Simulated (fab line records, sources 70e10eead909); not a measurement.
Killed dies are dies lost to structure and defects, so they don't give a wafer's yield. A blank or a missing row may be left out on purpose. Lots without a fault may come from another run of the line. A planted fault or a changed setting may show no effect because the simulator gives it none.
One fault seen from 2 desks | flow nand_harc | each desk has only its own numbers; what lay behind them comes last

THE TOOL OWNER'S DESK: rie_metal-02
The tool's own readings at NHARC_THIN_TSV_ETCH_59 (etches the open film in Cl2/BCl3, target depth 880 nm, time 138.1 s): means of the sampled wafers that have a number, for each lot that ran on this tool. A lot is out of limits, marked OUT, if its mean lies more than 4 standard deviations from the usual mean; the brackets give that distance.
Columns: A = drypump_motor_current_A at NHARC_THIN_TSV_ETCH_59, usual 6.34 A; B = he_backside_leak_sccm at NHARC_THIN_TSV_ETCH_59, usual 3.5 sccm; C = oes_product_au at NHARC_THIN_TSV_ETCH_59, usual 1.003 a.u.; D = rf_fwd_power_W at NHARC_THIN_TSV_ETCH_59, usual 896 W; E = run_length_s at NHARC_THIN_TSV_ETCH_59, usual 159.4 s; F = throttle_valve_pct at NHARC_THIN_TSV_ETCH_59, usual 22.264 %
lot  | first seen here | A    | B   | C     | D   | E               | F
L992 | day 20 19:59    | 6.00 | 3.4 | 0.999 | 900 | 159.4           | 22.267
L995 | day 21 04:02    | 5.97 | 3.3 | 0.989 | 895 | 159.2           | 22.262
L997 | day 21 10:56    | 6.54 | 3.1 | 0.989 | 899 | 159.6           | 22.270
L101 | day 22 08:03    | 6.27 | 3.2 | 0.997 | 897 | 173.2 (+29) OUT | 22.268
L102 | day 22 21:06    | 6.25 | 3.3 | 1.003 | 898 | 172.8 (+28) OUT | 22.261
This desk's finding: out of limits on L101, L102; first on L101, day 22 08:03 (run_length_s at NHARC_THIN_TSV_ETCH_59). In limits: L992, L995, L997.

THE METROLOGY DESK
What the gauges read, lot by lot, whatever tool the lot ran on: means of the sampled wafers that have a number. A lot is out of limits, marked OUT, if its mean lies more than 4 standard deviations from the usual mean; the brackets give that distance.
Columns: A = cd_nm at NHARC_THIN_TSV_CD_MEAS_37, usual 5000.2 nm
lot  | first seen here | A
L986 | day 18 22:41    | 4998.0
L987 | day 19 00:20    | 4998.8
L991 | day 20 07:20    | 5001.4
L992 | day 20 22:50    | 5002.8
L994 | day 21 04:50    | 4999.0
L995 | day 21 05:11    | 4998.9
L997 | day 21 12:02    | 4998.9
L101 | day 22 09:51    | 5003.0
L102 | day 22 22:14    | 5001.8
L105 | day 24 03:19    | 4995.8
L104 | day 24 04:17    | 5002.1
L107 | day 24 12:03    | 4998.3
L109 | day 24 12:20    | 4997.5
This desk's finding: nothing out of limits on any of the 13 lots.

PUT TOGETHER
The tool owner's desk could have raised an alarm at day 22 08:03, on L101, L102.
The metrology desk saw nothing out of limits.
The metrology desk has L101, L102 on record, within its limits.
Of the lots named, all ran NHARC_THIN_TSV_ETCH_59 on rie_metal-02.

WHAT THE SIMULATOR HAD PUT IN
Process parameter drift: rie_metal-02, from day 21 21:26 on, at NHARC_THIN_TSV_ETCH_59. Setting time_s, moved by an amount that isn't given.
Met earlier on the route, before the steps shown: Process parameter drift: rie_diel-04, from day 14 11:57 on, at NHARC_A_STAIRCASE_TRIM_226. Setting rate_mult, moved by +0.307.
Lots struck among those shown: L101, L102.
Hours from the fault's start to each desk's first reading out of limits: the tool owner's desk, 11.
